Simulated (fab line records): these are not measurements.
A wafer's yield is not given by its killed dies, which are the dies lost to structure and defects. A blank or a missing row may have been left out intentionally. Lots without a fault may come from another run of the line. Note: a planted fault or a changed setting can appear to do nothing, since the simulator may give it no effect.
Which tool is to blame? + flow nand harc + 66 wafers from 22 lots sampled at 6 of the route's 1159 steps

WHAT THE GAUGES SHOWED, per wafer
The record holds no reading of a measuring or inspecting step that can be judged against a usual standard deviation.

TOOL THAT RAN EACH LOT (tool first, then ch and the chambers of the sampled wafers, then the start)
| lot  | NHARC_A_STAIRCASE_ETCH_19                     | NHARC_A_STAIRCASE_TRIM_24                     | NHARC_A_STAIRCASE_DESCUM_186       | NHARC_A_STAIRCASE_TRIM_187         | NHARC_A_STAIRCASE_DESCUM_219       | NHARC_A_STAIRCASE_ETCH_230     |
|------|-----------------------------------------------|-----------------------------------------------|------------------------------------|------------------------------------|------------------------------------|--------------------------------|
| L074 | rie diel-08 ch 0,2, day 10 18:31 or earlier   | rie diel-06 ch 0,3, day 10 18:31 or earlier   | rie diel-06 ch 0,1,2, day 10 18:31 | rie diel-06 ch 0,2, day 10 18:35   | rie diel-12 ch 1,2,3, day 10 22:27 | rie diel-06 ch 1,3, no start   |
| L075 | rie diel-12 ch 1,2, day 11 10:16 or earlier   | rie diel-08 ch 1,3, day 11 10:16 or earlier   | rie diel-08 ch 1,2, day 11 10:16   | rie diel-08 ch 1,2, day 11 10:22   | rie diel-06 ch 0,1,3, day 11 13:59 | rie diel-06 ch 1,3, no start   |
| L078 | rie diel-08 ch 0,2,3, day 11 22:32 or earlier | rie diel-06 ch 0,1,3, day 11 22:32 or earlier | rie diel-12 ch 0,1,3, day 11 22:32 | rie diel-12 ch 1,3, day 11 22:39   | rie diel-06 ch 0,1,2, day 12 03:49 | rie diel-06 ch 0,1,3, no start |
| L077 | rie diel-06 ch 0,1,3, day 11 23:14 or earlier | rie diel-08 ch 1,2,3, day 11 23:14 or earlier | rie diel-06 ch 0,2,3, day 11 23:14 | rie diel-06 ch 1,2,3, day 11 23:20 | rie diel-08 ch 1,2,3, day 12 03:01 | rie diel-12 ch 0,1,3, no start |
| L081 | rie diel-06 ch 0,1, day 12 12:02 or earlier   | rie diel-08 ch 0,2,3, day 12 12:02 or earlier | rie diel-08 ch 0,1,3, day 12 12:02 | rie diel-08 ch 0,2, day 12 12:08   | rie diel-08 ch 1,3, day 12 16:49   | rie diel-08 ch 1,2,3, no start |
| L080 | rie diel-06 ch 1,3, day 12 12:14 or earlier   | rie diel-12 ch 0,3, day 12 12:14 or earlier   | rie diel-08 ch 0,2,3, day 12 12:14 | rie diel-08 ch 2,3, day 12 12:19   | rie diel-06 ch 0,2, day 12 17:50   | rie diel-06 ch 0,2, no start   |
| L079 | rie diel-12 ch 1,2,3, day 12 15:36 or earlier | rie diel-06 ch 0,1, day 12 15:36 or earlier   | rie diel-08 ch 0,3, day 12 15:36   | rie diel-08 ch 0,1,2, day 12 15:43 | rie diel-12 ch 1,2, day 12 19:16   | rie diel-08 ch 0,2,3, no start |
| L083 | rie diel-08 ch 2,3, day 13 08:50 or earlier   | rie diel-08 ch 1,3, day 13 08:50 or earlier   | rie diel-12 ch 0,3, day 13 08:50   | rie diel-12 ch 0,1,2, day 13 08:55 | rie diel-08 ch 0,1, day 13 12:49   | rie diel-06 ch 1,3, no start   |
| L084 | rie diel-06 ch 0,3, day 13 14:20              | rie diel-12 ch 1,2,3, day 13 17:29 or earlier | rie diel-06 ch 1,3, day 13 17:29   | rie diel-06 ch 1,2,3, day 13 17:35 | rie diel-06 ch 0,1,3, day 13 21:18 | rie diel-12 ch 1,2, no start   |
| L086 | rie diel-06 ch 1,2, day 14 01:55 or earlier   | rie diel-12 ch 0,1,2, day 14 01:55 or earlier | rie diel-06 ch 0,1, day 14 01:55   | rie diel-06 ch 0,1,3, day 14 01:59 | rie diel-06 ch 0,1,3, day 14 05:35 | rie diel-06 ch 0,1,2, no start |
| L085 | rie diel-06 ch 1,3, day 14 02:19 or earlier   | rie diel-06 ch 0,1, day 14 02:19 or earlier   | rie diel-08 ch 1,2, day 14 02:19   | rie diel-08 ch 1,2, day 14 02:23   | rie diel-12 ch 0,1,2, day 14 06:10 | rie diel-06 ch 0,2,3, no start |
| L088 | rie diel-06 ch 0,1,2, day 14 16:32 or earlier | rie diel-06 ch 0,1, day 14 16:32 or earlier   | rie diel-12 ch 1,2, day 14 16:32   | rie diel-12 ch 2,3, day 14 16:39   | rie diel-08 ch 0,1,3, day 14 21:28 | rie diel-06 ch 0,2, no start   |
| L087 | rie diel-12 ch 0,2,3, day 14 17:20 or earlier | rie diel-12 ch 2,3, day 14 17:20 or earlier   | rie diel-08 ch 2,3, day 14 17:20   | rie diel-08 ch 0,3, day 14 17:26   | rie diel-12 ch 2,3, day 14 21:40   | rie diel-08 ch 2,3, no start   |
| L089 | rie diel-12 ch 1,2,3, day 15 00:53 or earlier | rie diel-06 ch 0,1,3, day 15 00:53 or earlier | rie diel-06 ch 0,2,3, day 15 00:53 | rie diel-06 ch 0,2,3, day 15 00:58 | rie diel-08 ch 0,2,3, day 15 04:37 | rie diel-08 ch 0,1,2, no start |
| L090 | rie diel-12 ch 1,2, day 15 01:39 or earlier   | rie diel-12 ch 2,3, day 15 01:39 or earlier   | rie diel-08 ch 0,3, day 15 01:39   | rie diel-08 ch 0,1,3, day 15 01:44 | rie diel-12 ch 0,1,3, day 15 05:22 | rie diel-12 ch 0,2,3, no start |
| L091 | rie diel-06 ch 0,1, day 15 07:21 or earlier   | rie diel-06 ch 1,2,3, day 15 07:21 or earlier | rie diel-12 ch 0,1,2, day 15 07:21 | rie diel-12 ch 0,1,3, day 15 07:26 | rie diel-12 ch 1,2, day 15 12:28   | rie diel-08 ch 0,2,3, no start |
| L093 | rie diel-06 ch 0,1, day 15 13:19 or earlier   | rie diel-06 ch 0,1,3, day 15 13:19 or earlier | rie diel-06 ch 2,3, day 15 13:19   | rie diel-06 ch 0,2,3, day 15 13:25 | rie diel-06 ch 1,2,3, day 15 17:10 | rie diel-06 ch 1,2,3, no start |
| L092 | rie diel-08 ch 2,3, day 15 14:05 or earlier   | rie diel-08 ch 0,1, day 15 14:05 or earlier   | rie diel-08 ch 0,2, day 15 14:05   | rie diel-08 ch 0,1,3, day 15 14:11 | rie diel-08 ch 1,3, day 15 18:02   | rie diel-08 ch 1,3, no start   |
| L094 | rie diel-12 ch 2,3, day 15 20:26 or earlier   | rie diel-12 ch 0,1,3, day 15 20:26 or earlier | rie diel-12 ch 2,3, day 15 20:26   | rie diel-12 ch 0,1,3, day 15 20:37 | rie diel-06 ch 0,2,3, day 16 00:25 | rie diel-06 ch 0,3, no start   |
| L095 | rie diel-08 ch 2,3, day 16 00:13 or earlier   | rie diel-06 ch 0,1, day 16 00:13 or earlier   | rie diel-08 ch 0,3, day 16 00:13   | rie diel-08 ch 2,3, day 16 00:19   | rie diel-12 ch 0,2,3, day 16 05:28 | rie diel-12 ch 2,3, no start   |
| L096 | rie diel-06 ch 0,3, day 16 03:31 or earlier   | rie diel-12 ch 0,2,3, day 16 03:31 or earlier | rie diel-08 ch 0,2, day 16 03:31   | rie diel-08 ch 1,2,3, day 16 03:37 | rie diel-06 ch 0,1,2, day 16 07:24 | rie diel-06 ch 2,3, no start   |
| L097 | rie diel-12 ch 0,1,3, day 16 09:01 or earlier | rie diel-06 ch 0,1,3, day 16 09:01 or earlier | rie diel-12 ch 0,1,2, day 16 09:01 | rie diel-12 ch 1,2,3, day 16 09:07 | rie diel-08 ch 0,1,2, day 16 12:39 | rie diel-08 ch 0,2,3, no start |
- NHARC_A_STAIRCASE_ETCH_19: etches the open film in C4F8/O2, target depth 100 nm, time 40.5 s.
- NHARC_A_STAIRCASE_TRIM_24: chemistry O2, time 211.2 s.
- NHARC_A_STAIRCASE_DESCUM_186: chemistry O2, time 3 s.
- NHARC_A_STAIRCASE_TRIM_187: chemistry O2, time 211.2 s.
- NHARC_A_STAIRCASE_DESCUM_219: chemistry O2, time 3 s.
- NHARC_A_STAIRCASE_ETCH_230: etches the open film in C4F8/O2, target depth 100 nm, time 40.5 s.

AS READ BY THE TOOLS THEMSELVES (means over the sampled wafers that have a number; for cases with no such wafer, the mark the record gives instead)
NHARC_A_STAIRCASE_ETCH_19.
| lot  | tool        | oes product au (a.u.) | rf fwd power W (W) | rf vpp V (V) |
|------|-------------|-----------------------|--------------------|--------------|
| L074 | rie diel-08 | 0.953                 | 593.4              | 896          |
| L075 | rie diel-12 | 0.952                 | 588.4              | 894          |
| L078 | rie diel-08 | 0.949                 | 593.0              | 892          |
| L077 | rie diel-06 | 0.934                 | 592.8              | 897          |
| L081 | rie diel-06 | 0.947                 | 592.6              | 891          |
| L080 | rie diel-06 | 0.940                 | 593.7              | 899          |
| L079 | rie diel-12 | 0.946                 | 593.1              | 894          |
| L083 | rie diel-08 | 0.946                 | 593.3              | 889          |
| L084 | rie diel-06 | 0.973                 | 595.0              | 902          |
| L086 | rie diel-06 | 0.930                 | 591.1              | 893          |
| L085 | rie diel-06 | 0.935                 | 595.2              | 899          |
| L088 | rie diel-06 | 0.941                 | 591.7              | 896          |
| L087 | rie diel-12 | 0.944                 | 593.0              | 896          |
| L089 | rie diel-12 | 0.933                 | 591.1              | 893          |
| L090 | rie diel-12 | 0.929                 | 590.3              | 894          |
| L091 | rie diel-06 | 0.950                 | 592.2              | 894          |
| L093 | rie diel-06 | 0.948                 | 592.7              | 894          |
| L092 | rie diel-08 | 0.931                 | 589.7              | 889          |
| L094 | rie diel-12 | 0.949                 | 597.4              | 894          |
| L095 | rie diel-08 | 0.949                 | 593.1              | 887          |
| L096 | rie diel-06 | 0.946                 | 591.1              | 899          |
| L097 | rie diel-12 | 0.944                 | 593.3              | 897          |

NHARC_A_STAIRCASE_TRIM_24.
| lot  | tool        | drypump motor current A (A) | oes product au (a.u.) | rf vpp V (V) | showerhead plenum p Torr (Torr) | throttle valve pct (%) |
|------|-------------|-----------------------------|-----------------------|--------------|---------------------------------|------------------------|
| L074 | rie diel-06 | 5.6                         | 1.005                 | 58.3         | 3.65                            | 17.040                 |
| L075 | rie diel-08 | 5.2                         | 1.009                 | 57.3         | 3.41                            | 17.030                 |
| L078 | rie diel-06 | 5.8                         | 1.003                 | 58.3         | 3.55                            | 17.037                 |
| L077 | rie diel-08 | 5.5                         | 1.005                 | 57.7         | 3.40                            | 17.042                 |
| L081 | rie diel-08 | 5.5                         | 1.010                 | 57.5         | 3.44                            | 17.039                 |
| L080 | rie diel-12 | 5.9                         | 1.009                 | 57.8         | 3.59                            | 17.045                 |
| L079 | rie diel-06 | 6.1                         | 0.992                 | 58.2         | 3.40                            | 17.045                 |
| L083 | rie diel-08 | 5.5                         | 1.000                 | 57.7         | 3.46                            | 17.038                 |
| L084 | rie diel-12 | 5.6                         | 1.001                 | 58.0         | 3.46                            | 17.041                 |
| L086 | rie diel-12 | 5.8                         | 1.003                 | 57.7         | 3.52                            | 17.029                 |
| L085 | rie diel-06 | 5.9                         | 0.998                 | 58.1         | 3.48                            | 17.023                 |
| L088 | rie diel-06 | 6.1                         | 0.994                 | 56.5         | 3.39                            | 17.041                 |
| L087 | rie diel-12 | 5.5                         | 1.004                 | 57.5         | 3.47                            | 17.040                 |
| L089 | rie diel-06 | 5.8                         | 0.993                 | 57.6         | 3.54                            | 17.039                 |
| L090 | rie diel-12 | 5.5                         | 1.004                 | 57.9         | 3.47                            | 17.033                 |
| L091 | rie diel-06 | 5.9                         | 0.998                 | 57.6         | 3.58                            | 17.039                 |
| L093 | rie diel-06 | 5.9                         | 0.988                 | 58.5         | 3.54                            | 17.037                 |
| L092 | rie diel-08 | 5.9                         | 0.999                 | 58.1         | 3.60                            | 17.032                 |
| L094 | rie diel-12 | 5.9                         | 1.014                 | 57.6         | 3.56                            | 17.031                 |
| L095 | rie diel-06 | 6.1                         | 0.998                 | 57.4         | 3.39                            | 17.044                 |
| L096 | rie diel-12 | 5.7                         | 1.003                 | 56.2         | 3.52                            | 17.040                 |
| L097 | rie diel-06 | 5.8                         | 0.997                 | 56.4         | 3.53                            | 17.026                 |

NHARC_A_STAIRCASE_DESCUM_186.
| lot  | tool        | drypump motor current A (A) | oes product au (a.u.) | rf vpp V (V) | showerhead plenum p Torr (Torr) | throttle valve pct (%) |
|------|-------------|-----------------------------|-----------------------|--------------|---------------------------------|------------------------|
| L074 | rie diel-06 | 5.9                         | 1.000                 | 58.6         | 1.92                            | 11.305                 |
| L075 | rie diel-08 | 5.7                         | 1.017                 | 57.3         | 1.87                            | 11.314                 |
| L078 | rie diel-12 | 5.9                         | 0.994                 | 57.6         | 1.94                            | 11.306                 |
| L077 | rie diel-06 | 5.6                         | 0.995                 | 57.6         | 2.01                            | 11.314                 |
| L081 | rie diel-08 | 5.5                         | 0.996                 | 57.1         | 1.90                            | 11.304                 |
| L080 | rie diel-08 | 5.5                         | 1.011                 | 57.3         | 1.86                            | 11.303                 |
| L079 | rie diel-08 | 5.6                         | 1.003                 | 58.3         | 1.92                            | 11.309                 |
| L083 | rie diel-12 | 6.0                         | 0.995                 | 58.2         | 1.98                            | 11.303                 |
| L084 | rie diel-06 | 6.1                         | 0.993                 | 57.8         | 1.87                            | 11.320                 |
| L086 | rie diel-06 | 6.1                         | 0.992                 | 57.5         | 1.83                            | 11.324                 |
| L085 | rie diel-08 | 5.8                         | 1.004                 | 56.7         | 1.87                            | 11.308                 |
| L088 | rie diel-12 | 5.4                         | 0.996                 | 57.2         | 1.84                            | 11.309                 |
| L087 | rie diel-08 | 5.4                         | 1.009                 | 57.2         | 1.79                            | 11.310                 |
| L089 | rie diel-06 | 5.7                         | 0.996                 | 57.3         | 2.00                            | 11.320                 |
| L090 | rie diel-08 | 5.2                         | 0.995                 | 57.4         | 1.86                            | 11.313                 |
| L091 | rie diel-12 | 5.7                         | 0.996                 | 57.3         | 1.90                            | 11.310                 |
| L093 | rie diel-06 | 5.7                         | 1.002                 | 58.0         | 2.02                            | 11.312                 |
| L092 | rie diel-08 | 5.9                         | 1.000                 | 57.2         | 1.91                            | 11.315                 |
| L094 | rie diel-12 | 5.4                         | 0.999                 | 57.7         | 1.85                            | 11.311                 |
| L095 | rie diel-08 | 5.6                         | 0.994                 | 58.2         | 1.92                            | 11.315                 |
| L096 | rie diel-08 | 5.9                         | 1.000                 | 57.1         | 1.91                            | 11.309                 |
| L097 | rie diel-12 | 5.8                         | 1.005                 | 58.0         | 1.90                            | 11.315                 |

NHARC_A_STAIRCASE_TRIM_187.
| lot  | tool        | drypump motor current A (A) | oes product au (a.u.) | rf vpp V (V) | showerhead plenum p Torr (Torr) | throttle valve pct (%) |
|------|-------------|-----------------------------|-----------------------|--------------|---------------------------------|------------------------|
| L074 | rie diel-06 | 5.7                         | 1.011                 | 58.3         | 3.62                            | 17.029                 |
| L075 | rie diel-08 | 5.8                         | 1.010                 | 57.7         | 3.46                            | 17.041                 |
| L078 | rie diel-12 | 5.9                         | 1.013                 | 58.0         | 3.50                            | 17.042                 |
| L077 | rie diel-06 | 5.9                         | 0.991                 | 57.9         | 3.60                            | 17.032                 |
| L081 | rie diel-08 | 5.8                         | 1.010                 | 57.4         | 3.42                            | 17.044                 |
| L080 | rie diel-08 | 5.2                         | 1.004                 | 57.5         | 3.34                            | 17.033                 |
| L079 | rie diel-08 | 5.8                         | 1.001                 | 58.4         | 3.49                            | 17.043                 |
| L083 | rie diel-12 | 5.7                         | 0.999                 | 57.1         | 3.52                            | 17.037                 |
| L084 | rie diel-06 | 5.9                         | 0.996                 | 57.4         | 3.59                            | 17.033                 |
| L086 | rie diel-06 | 5.9                         | 0.998                 | 57.3         | 3.54                            | 17.031                 |
| L085 | rie diel-08 | 5.7                         | 1.005                 | 56.8         | 3.38                            | 17.039                 |
| L088 | rie diel-12 | 5.4                         | 0.998                 | 57.6         | 3.42                            | 17.040                 |
| L087 | rie diel-08 | 5.6                         | 0.999                 | 57.6         | 3.54                            | 17.037                 |
| L089 | rie diel-06 | 5.6                         | 0.995                 | 57.8         | 3.67                            | 17.038                 |
| L090 | rie diel-08 | 5.6                         | 0.998                 | 57.6         | 3.50                            | 17.025                 |
| L091 | rie diel-12 | 5.9                         | 1.010                 | 57.8         | 3.56                            | 17.043                 |
| L093 | rie diel-06 | 5.7                         | 1.002                 | 58.2         | 3.67                            | 17.032                 |
| L092 | rie diel-08 | 5.6                         | 0.996                 | 57.7         | 3.49                            | 17.034                 |
| L094 | rie diel-12 | 5.9                         | 1.000                 | 57.6         | 3.55                            | 17.022                 |
| L095 | rie diel-08 | 5.1                         | 1.005                 | 56.7         | 3.32                            | 17.035                 |
| L096 | rie diel-08 | 5.5                         | 1.007                 | 56.7         | 3.38                            | 17.042                 |
| L097 | rie diel-12 | 5.6                         | 1.003                 | 57.3         | 3.45                            | 17.039                 |

NHARC_A_STAIRCASE_DESCUM_219.
| lot  | tool        | drypump motor current A (A) | oes product au (a.u.) | rf vpp V (V) | showerhead plenum p Torr (Torr) | throttle valve pct (%) |
|------|-------------|-----------------------------|-----------------------|--------------|---------------------------------|------------------------|
| L074 | rie diel-12 | 5.6                         | 1.002                 | 57.1         | 1.88                            | 11.310                 |
| L075 | rie diel-06 | 5.8                         | 0.999                 | 57.8         | 1.93                            | 11.309                 |
| L078 | rie diel-06 | 5.9                         | 0.993                 | 57.1         | 1.92                            | 11.322                 |
| L077 | rie diel-08 | 5.4                         | 1.008                 | 57.0         | 1.84                            | 11.312                 |
| L081 | rie diel-08 | 5.5                         | 1.001                 | 57.5         | 1.88                            | 11.311                 |
| L080 | rie diel-06 | 5.7                         | 0.989                 | 57.0         | 1.99                            | 11.313                 |
| L079 | rie diel-12 | 5.7                         | 1.004                 | 57.4         | 1.87                            | 11.314                 |
| L083 | rie diel-08 | 5.9                         | 1.010                 | 58.0         | 1.96                            | 11.304                 |
| L084 | rie diel-06 | 5.8                         | 0.990                 | 57.0         | 1.92                            | 11.323                 |
| L086 | rie diel-06 | 5.8                         | 1.005                 | 57.6         | 1.92                            | 11.309                 |
| L085 | rie diel-12 | 5.8                         | 1.004                 | 57.2         | 1.90                            | 11.307                 |
| L088 | rie diel-08 | 5.5                         | 1.006                 | 57.5         | 1.89                            | 11.314                 |
| L087 | rie diel-12 | 5.6                         | 0.995                 | 57.4         | 1.88                            | 11.318                 |
| L089 | rie diel-08 | 5.5                         | 1.002                 | 57.3         | 1.85                            | 11.312                 |
| L090 | rie diel-12 | 5.9                         | 1.010                 | 57.6         | 1.93                            | 11.310                 |
| L091 | rie diel-12 | 5.4                         | 0.997                 | 57.5         | 1.84                            | 11.311                 |
| L093 | rie diel-06 | 5.9                         | 0.991                 | 57.3         | 1.94                            | 11.317                 |
| L092 | rie diel-08 | 5.2                         | 1.009                 | 57.0         | 1.83                            | 11.309                 |
| L094 | rie diel-06 | 5.6                         | 0.999                 | 58.0         | 1.99                            | 11.303                 |
| L095 | rie diel-12 | 5.7                         | 0.996                 | 58.7         | 1.91                            | 11.315                 |
| L096 | rie diel-06 | 5.9                         | 0.996                 | 57.5         | 1.90                            | 11.305                 |
| L097 | rie diel-08 | 5.8                         | 0.997                 | 57.7         | 1.88                            | 11.321                 |

NHARC_A_STAIRCASE_ETCH_230.
| lot  | tool        | oes product au (a.u.) | rf fwd power W (W) | rf vpp V (V) |
|------|-------------|-----------------------|--------------------|--------------|
| L074 | rie diel-06 | 0.941                 | 594.3              | 899          |
| L075 | rie diel-06 | 0.945                 | 593.5              | 899          |
| L078 | rie diel-06 | 0.942                 | 593.8              | 896          |
| L077 | rie diel-12 | 0.924                 | 594.8              | 897          |
| L081 | rie diel-08 | 0.940                 | 593.0              | 891          |
| L080 | rie diel-06 | 0.937                 | 591.8              | 900          |
| L079 | rie diel-08 | 0.935                 | 592.0              | 892          |
| L083 | rie diel-06 | 0.930                 | 592.7              | 899          |
| L084 | rie diel-12 | 0.923                 | 592.5              | 893          |
| L086 | rie diel-06 | 0.940                 | 592.2              | 896          |
| L085 | rie diel-06 | 0.970                 | 592.2              | 901          |
| L088 | rie diel-06 | 0.977                 | 590.6              | 900          |
| L087 | rie diel-08 | 0.924                 | 593.5              | 888          |
| L089 | rie diel-08 | 0.947                 | 592.7              | 894          |
| L090 | rie diel-12 | 0.938                 | 591.5              | 896          |
| L091 | rie diel-08 | 0.976                 | 591.0              | 891          |
| L093 | rie diel-06 | 0.950                 | 593.0              | 898          |
| L092 | rie diel-08 | 0.940                 | 591.8              | 893          |
| L094 | rie diel-06 | 0.937                 | 591.5              | 901          |
| L095 | rie diel-12 | 0.953                 | 594.1              | 893          |
| L096 | rie diel-06 | 0.951                 | 595.9              | 902          |
| L097 | rie diel-08 | 0.940                 | 592.0              | 892          |

THE ANSWER, worked out from the rows above alone
Rule: what is usual is taken from the lots themselves. Put in order of their means at a reading, lots are off if they are a third of the lots or fewer, leave a main group of 4 or more, and stand apart from it by a gap of 3 or more times the standard deviation of the main group's means; of several such gaps the widest counts. A main group whose means are all the same, to the digits that the tables above print for the reading, isn't used. A lot without any number at a reading at which 4 lots or more have one is off too. The other lots that the step has rows for count as sound. Order of review: gauges by route order, followed by the tools' own readings, for which a lot's mean as printed above is used. The first step at which some lot is off is used, and at that step the reading that is off furthest; a lot without a number counts as furthest.
Nothing can be told from this: no lot is off at any reading shown.

WHAT THE SIMULATOR PUT IN
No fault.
